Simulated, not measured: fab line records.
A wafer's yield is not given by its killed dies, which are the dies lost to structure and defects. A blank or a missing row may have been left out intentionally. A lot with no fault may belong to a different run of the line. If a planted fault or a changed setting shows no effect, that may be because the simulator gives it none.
The tool behind it: which one? | flow nand_harc | 24 lots, 72 wafers sampled, at 4 steps of a route of 1159

WHAT EACH GAUGE READ, for each wafer
NHARC_A_BLC_CD_MEAS_19. Usual: cd_nm 99.8 nm, standard deviation 2.9.
lot  | measured     | on        | cd_nm (nm)        | flag
L074 | day 17 02:50 | cd_sem-02 | 100.1 95.9 100.2  |
L075 | day 17 09:18 | cd_sem-01 | 94.6 98.1 102.1   |
L076 | day 17 14:00 | cd_sem-03 | 103.2 97.8 94.0   |
L079 | day 17 23:16 | cd_sem-01 | 99.0 94.7 98.1    |
L077 | day 18 01:31 | cd_sem-03 | 96.2 102.7 98.4   |
L078 | day 18 14:11 | cd_sem-03 | 103.2 99.7 98.1   |
L082 | day 18 22:53 | cd_sem-02 | 101.0 103.6 105.4 |
L080 | day 18 23:38 | cd_sem-03 | 102.5 102.2 99.5  |
L084 | day 19 15:04 | cd_sem-01 | 100.7 99.6 99.7   |
L081 | day 19 14:35 | cd_sem-02 | 104.4 102.8 99.5  |
L083 | day 19 15:25 | cd_sem-02 | 102.4 99.5 98.7   |
L087 | day 20 03:17 | cd_sem-01 | 102.4 102.5 97.7  |
L086 | day 20 04:19 | cd_sem-01 | 94.9 99.0 98.7    |
L085 | day 20 21:04 | cd_sem-02 | 101.3 102.0 100.6 |
L088 | day 20 22:11 | cd_sem-01 | 100.9 101.0 101.1 |
L089 | day 20 23:57 | cd_sem-02 | 100.3 96.8 105.0  |
L091 | day 21 14:34 | cd_sem-01 | 104.3 97.8 99.0   |
L092 | day 21 16:38 | cd_sem-03 | 95.8 95.8 101.6   |
L090 | day 21 16:32 | cd_sem-03 | 100.3 94.6 104.2  |
L095 | day 22 08:55 | cd_sem-03 | 94.3 101.7 96.9   |
L094 | day 22 12:34 | cd_sem-02 | 98.4 100.9 100.6  |
L093 | day 22 16:54 | cd_sem-01 | 104.1 102.7 102.9 |
L096 | day 23 00:08 | cd_sem-03 | 97.7 99.2 99.6    |
L097 | day 23 00:22 | cd_sem-03 | 97.1 100.6 98.8   |

TOOL THAT RAN EACH LOT (tool first, then ch and the chambers of the sampled wafers, then the start)
lot  | NHARC_A_CONTACT_ETCH_135             | NHARC_A_CONTACT_ETCH_138             | NHARC_A_CONTACT_ALD_18
L074 | har_cap_etch-02 ch 0,1, day 16 21:27 | har_cap_etch-02 ch 0,1, day 16 21:49 | ald_metal-01 ch 0,2, day 16 23:31
L075 | har_cap_etch-03 ch 0,1, day 17 02:22 | har_cap_etch-03 ch 0,1, day 17 02:44 | ald_metal-03 ch 0,1,3, day 17 04:26
L076 | har_cap_etch-03 ch 0,1, day 17 04:51 | har_cap_etch-03 ch 0,1, day 17 05:13 | ald_metal-01 ch 0,1,2, day 17 06:56
L079 | har_cap_etch-02 ch 1, day 17 17:34   | har_cap_etch-02 ch 1, day 17 17:55   | ald_metal-04 ch 0,2,3, day 17 19:51
L077 | har_cap_etch-01 ch 1, day 17 20:05   | har_cap_etch-01 ch 1, day 17 20:27   | ald_metal-01 ch 0,1,2, day 17 22:28
L078 | har_cap_etch-03 ch 0,1, day 18 06:59 | har_cap_etch-03 ch 0,1, day 18 07:21 | ald_metal-03 ch 0,1, day 18 09:02
L082 | har_cap_etch-01 ch 0,1, day 18 16:43 | har_cap_etch-01 ch 0,1, day 18 17:12 | ald_metal-01 ch 2,3, day 18 19:14
L080 | har_cap_etch-03 ch 0,1, day 18 18:20 | har_cap_etch-03 ch 0,1, day 18 18:42 | ald_metal-03 ch 1,2,3, day 18 20:25
L084 | har_cap_etch-02 ch 0,1, day 19 04:35 | har_cap_etch-02 ch 0,1, day 19 04:56 | ald_metal-03 ch 0,2,3, day 19 06:51
L081 | har_cap_etch-01 ch 0,1, day 19 07:07 | har_cap_etch-01 ch 0,1, day 19 07:37 | ald_metal-01 ch 1,2,3, day 19 09:36
L083 | har_cap_etch-03 ch 0,1, day 19 10:05 | har_cap_etch-03 ch 0,1, day 19 10:27 | ald_metal-04 ch 1,2, day 19 12:10
L087 | har_cap_etch-01 ch 0,1, day 19 19:31 | har_cap_etch-01 ch 0,1, day 19 20:01 | ald_metal-03 ch 0,1,3, day 19 22:01
L086 | har_cap_etch-03 ch 0,1, day 19 20:26 | har_cap_etch-03 ch 0,1, day 19 20:48 | ald_metal-01 ch 0,1,2, day 19 22:38
L085 | har_cap_etch-03 ch 0,1, day 20 11:58 | har_cap_etch-03 ch 0,1, day 20 12:20 | ald_metal-03 ch 0,1,3, day 20 15:41
L088 | har_cap_etch-02 ch 1, day 20 12:26   | har_cap_etch-02 ch 1, day 20 12:47   | ald_metal-04 ch 1,2,3, day 20 17:48
L089 | har_cap_etch-01 ch 0,1, day 20 17:58 | har_cap_etch-01 ch 0,1, day 20 18:20 | ald_metal-01 ch 2,3, day 20 20:37
L091 | har_cap_etch-03 ch 0,1, day 20 21:06 | har_cap_etch-03 ch 0,1, day 20 21:28 | ald_metal-01 ch 1,2,3, day 20 23:32
L092 | har_cap_etch-02 ch 0,1, day 20 23:53 | har_cap_etch-02 ch 0,1, day 21 00:15 | ald_metal-01 ch 1,3, day 21 01:58
L090 | har_cap_etch-01 ch 0,1, day 21 00:20 | har_cap_etch-01 ch 0,1, day 21 00:42 | ald_metal-03 ch 0,1,2, day 21 02:26
L095 | har_cap_etch-03 ch 0,1, day 22 01:13 | har_cap_etch-03 ch 0,1, day 22 01:35 | ald_metal-01 ch 1,3, day 22 03:25
L094 | har_cap_etch-01 ch 0,1, day 22 07:14 | har_cap_etch-01 ch 0,1, day 22 07:37 | ald_metal-03 ch 0,2,3, day 22 09:23
L093 | har_cap_etch-02 ch 0,1, day 22 11:13 | har_cap_etch-02 ch 0,1, day 22 11:34 | ald_metal-01 ch 0,3, day 22 13:45
L096 | har_cap_etch-03 ch 0,1, day 22 14:00 | har_cap_etch-03 ch 0,1, day 22 14:22 | ald_metal-01 ch 0,2,3, day 22 17:31
L097 | har_cap_etch-01 ch 0,1, day 22 15:13 | har_cap_etch-01 ch 0,1, day 22 15:35 | ald_metal-03 ch 0,1,3, day 22 17:28
- NHARC_A_CONTACT_ETCH_135: etches the open film in C4F8/O2/Ar, time 132 s, target depth 1287 nm.
- NHARC_A_CONTACT_ETCH_138: etches the open film in C4F8/O2/Ar, time 132 s, target depth 1289 nm.
- NHARC_A_CONTACT_ALD_18: deposits TiN, target thk 3 nm, pulse time 1 s, ald cycles 150.

AS READ BY THE TOOLS THEMSELVES (means over the sampled wafers that have a number; for cases with no such wafer, the mark the record gives instead)
NHARC_A_CONTACT_ALD_18. Usual: heater_power_w 1122 W, standard deviation 98; precursor_pulse_height_rel 0.997, standard deviation 0.019.
lot  | tool         | heater_power_w (W) | precursor_pulse_height_rel | flag
L074 | ald_metal-01 | 1198               | 0.981                      |
L075 | ald_metal-03 | 1069               | 1.011                      |
L076 | ald_metal-01 | 1200               | 1.009                      |
L079 | ald_metal-04 | 1093               | 0.989                      |
L077 | ald_metal-01 | 1212               | 1.000                      |
L078 | ald_metal-03 | 1127               | 1.005                      |
L082 | ald_metal-01 | 1086               | 1.020                      |
L080 | ald_metal-03 | 1073               | 0.984                      |
L084 | ald_metal-03 | 1017               | 0.990                      |
L081 | ald_metal-01 | 1115               | 0.980                      |
L083 | ald_metal-04 | 1078               | 1.001                      |
L087 | ald_metal-03 | 1084               | 0.979                      |
L086 | ald_metal-01 | 1218               | 0.994                      |
L085 | ald_metal-03 | 1070               | 0.997                      |
L088 | ald_metal-04 | 1056               | 1.010                      |
L089 | ald_metal-01 | 1114               | 1.002                      |
L091 | ald_metal-01 | 1114               | 1.006                      |
L092 | ald_metal-01 | 1151               | 0.993                      |
L090 | ald_metal-03 | 1068               | 0.978                      |
L095 | ald_metal-01 | 1117               | 0.992                      |
L094 | ald_metal-03 | 1014               | 0.998                      |
L093 | ald_metal-01 | 1156               | 0.989                      |
L096 | ald_metal-01 | 1177               | 1.002                      |
L097 | ald_metal-03 | 1066               | 0.995                      |

THE ANSWER, worked out from the rows above alone
Rule: a lot is off if the mean of its wafers that have a number lies more than 3 standard deviations from the usual mean. A lot without any number at a reading at which 4 lots or more have one is off too. All remaining lots with rows at the step are treated as sound. Order of review: gauges by route order, followed by the tools' own readings, for which a lot's mean as printed above is used. The first step at which some lot is off is used, and at that step the reading that is off furthest; a lot without a number counts as furthest.
No lot is off on any of the readings shown, so nothing can be concluded from this.

WHAT THE SIMULATOR HAD PUT IN
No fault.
